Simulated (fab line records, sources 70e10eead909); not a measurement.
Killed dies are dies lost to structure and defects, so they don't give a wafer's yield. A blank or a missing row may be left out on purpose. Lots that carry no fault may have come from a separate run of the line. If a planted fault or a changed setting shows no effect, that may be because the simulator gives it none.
A lot that was struck, set against a sound lot :: flow nandHarc :: 43 steps out of a route of 1159
Sound: the wafers L132.4, L132.5, L132.6. Struck: wafers L141.3, L141.4, L141.5. The cause is given at the end.
Each step with rows lists, per side, the tool, then ch with its chambers, then its first start. Under that, the readings that differ: sound wafers :: struck wafers :: difference of the means :: sigmas: that difference in standard deviations of wafers without a fault.
alike: readings whose means differ by less than 2 such deviations, and words and numbers that are the same on both sides. not compared: withheld readings, readings that some wafer has no value for, bounds like >300 that may hide the same value, and numbers for which the record gives no deviation and whose values overlap.
Wherever a step has rows on one side only, a row that says differs or no value, or a row with sigmas, the two part there. Non-overlapping numbers with no deviation appear without sigmas and do not part them. A reading that every wafer of one side lacks parts them only if that side has two wafers or more.

NHARC_THIN_TSV_GRIND_00:
  sound on grinder-01 ch 0, day 21 07:49; struck on grinder-01 ch 0, day 23 04:56
  alike: motorCurrentA
NHARC_THIN_TSV_CMP_01: polishes.
  sound on cmp-01 ch 2,3, day 21 08:26; struck on cmp-04 ch 0,1,3, day 23 05:48
  alike: motorCurrentA
NHARC_THIN_TSV_THK_MEAS_02: measures by ir.
  sound on filmMetro-01 at day 21 08:43; struck on filmMetro-02 at day 23 06:01
  alike: thkNm
then, 9 steps without rows for these wafers: NHARC_THIN_TSV_SRD_03; NHARC_THIN_TSV_PRECLEAN_41 (cleans in SC1); NHARC_THIN_TSV_SRD_42; NHARC_THIN_TSV_DEP_43 (deposits SiO2, target thk 1328.5 nm); NHARC_THIN_TSV_DEHYDRATE_04 (time 120 s); NHARC_THIN_TSV_HMDS_05 (time 30 s); NHARC_THIN_TSV_COAT_06; NHARC_THIN_TSV_SOFTBAKE_07 (time 95 s); NHARC_THIN_TSV_EBR_08.
NHARC_THIN_TSV_EXPOSE_09: exposes mask TSV.
  sound on krfScanner-03 ch 0, day 21 09:47; struck on krfScanner-02 ch 0, day 23 07:05
reading: exposureDoseMJCm2
sound: 30.70 30.69 30.70
struck: 42.73 42.72 42.73
difference: +12.03
sigmas: +99 or more

reading: reticleTempC (C)
sound: 23.03 22.94 22.84
struck: 23.17 23.16 23.05
difference: +0.19
sigmas: +2
  alike: mask
then, 2 steps without rows for these wafers: NHARC_THIN_TSV_PEB_10 (peb time 85 s); NHARC_THIN_TSV_DEVELOP_11 (time 70 s).
NHARC_THIN_TSV_CD_MEAS_12 targets a cd of 1000 nm.
  sound on cdSem-02 ch 0, day 21 09:55; struck on cdSem-02 ch 0, day 23 07:14
reading: cdNm (nm)
sound: 1001.3 998.8 998.4
struck: 1007.5 1007.6 1009.2
difference: +8.6
sigmas: +5
then, 3 steps without rows for these wafers: NHARC_THIN_TSV_HARDBAKE_13 (time 80 s); NHARC_THIN_TSV_DESCUM_14 (chemistry O2, time 3 s); NHARC_THIN_TSV_ETCH_44 (etches the open film in CF4/O2, target depth 1594.2 nm, time 797.1 s).
NHARC_THIN_TSV_ETCH_15: target depth 3000 nm, bosch target overetch cycles 2, bosch etch step 2.8 s.
  sound on rieSi-01 ch 0,1,3, day 21 10:45; struck on rieSi-05 ch 0,1, day 23 08:02
  alike: drypumpMotorCurrentA
  not compared: rfHoursCounterH
NHARC_THIN_TSV_CD_MEAS_16:
  sound on cdSem-02 at day 21 10:53; struck on cdSem-03 at day 23 08:11
reading: cdNm (nm)
sound: 1000.5 998.3 998.4
struck: 1006.9 1008.3 1009.7
difference: +9.2
sigmas: +5
then, 5 steps without rows for these wafers: NHARC_THIN_TSV_STRIP_45 (strips in O2); NHARC_THIN_TSV_STRIP_46 (strips in post etch residue remover, time 1200 s); NHARC_THIN_TSV_DEP_47 (deposits SiO2, target thk 200 nm); NHARC_THIN_TSV_ETCHBACK_48 (etches the open film in C4F8/Ar, target depth 1028.5 nm, time 405.17 s); NHARC_THIN_TSV_STRIP_62 (strips in N2/H2, time 20 s).
NHARC_THIN_TSV_DEGAS_49: time 120 s.
  sound on pvdSputter-03 at day 21 12:49; struck on pvdSputter-03 at day 23 09:59
  alike: heaterPowerW
then, 7 steps without rows for these wafers: NHARC_THIN_TSV_PRE_CLEAN_50 (time 30 s); NHARC_THIN_TSV_PVD_19 (deposits TaN, target thk 20 nm); NHARC_THIN_TSV_PVD_51 (deposits Cu, target thk 100 nm); NHARC_THIN_TSV_ECD_20 (material Cu, target thk 2000 nm); NHARC_THIN_TSV_ANNEAL_52 (time 90 s); NHARC_THIN_TSV_CMP_21 (polishes, t overpolish 30 s, target thk 2000 nm); NHARC_THIN_TSV_SRD_23.
NHARC_THIN_TSV_DEGAS_53: time 60 s.
  sound on pvdSputter-02 at day 21 14:50; struck on pvdSputter-02 at day 23 11:59
  alike: heaterPowerW
then, 6 steps without rows for these wafers: NHARC_THIN_TSV_PRE_CLEAN_54 (time 30 s); NHARC_THIN_TSV_PVD_55 (deposits TiN, target thk 50 nm); NHARC_THIN_TSV_PVD_24 (deposits Al, target thk 800 nm); NHARC_THIN_TSV_DEHYDRATE_25 (time 120 s); NHARC_THIN_TSV_HMDS_26 (time 30 s); NHARC_THIN_TSV_COAT_27.
NHARC_THIN_TSV_CD_MEAS_37:
  sound on cdSem-01 at day 21 17:23; struck on cdSem-03 at day 23 14:34
reading: cdNm (nm)
sound: 5000.0 5000.1 4995.4
struck: 5009.7 5005.8 5009.4
difference: +9.8
sigmas: +4
NHARC_END_SORT_01:
  the record has rows for the sound wafers here (prober-01 ch 0, day 22 03:17) and none for the struck ones

WHERE THEY PART
Last at NHARC_END_SORT_01 as far as this record goes, first at NHARC_THIN_TSV_EXPOSE_09.

WHY: what the simulator had put in
Process parameter drift: krfScanner-02, from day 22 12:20 on, at NHARC_THIN_TSV_EXPOSE_09. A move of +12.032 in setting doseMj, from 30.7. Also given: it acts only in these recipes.
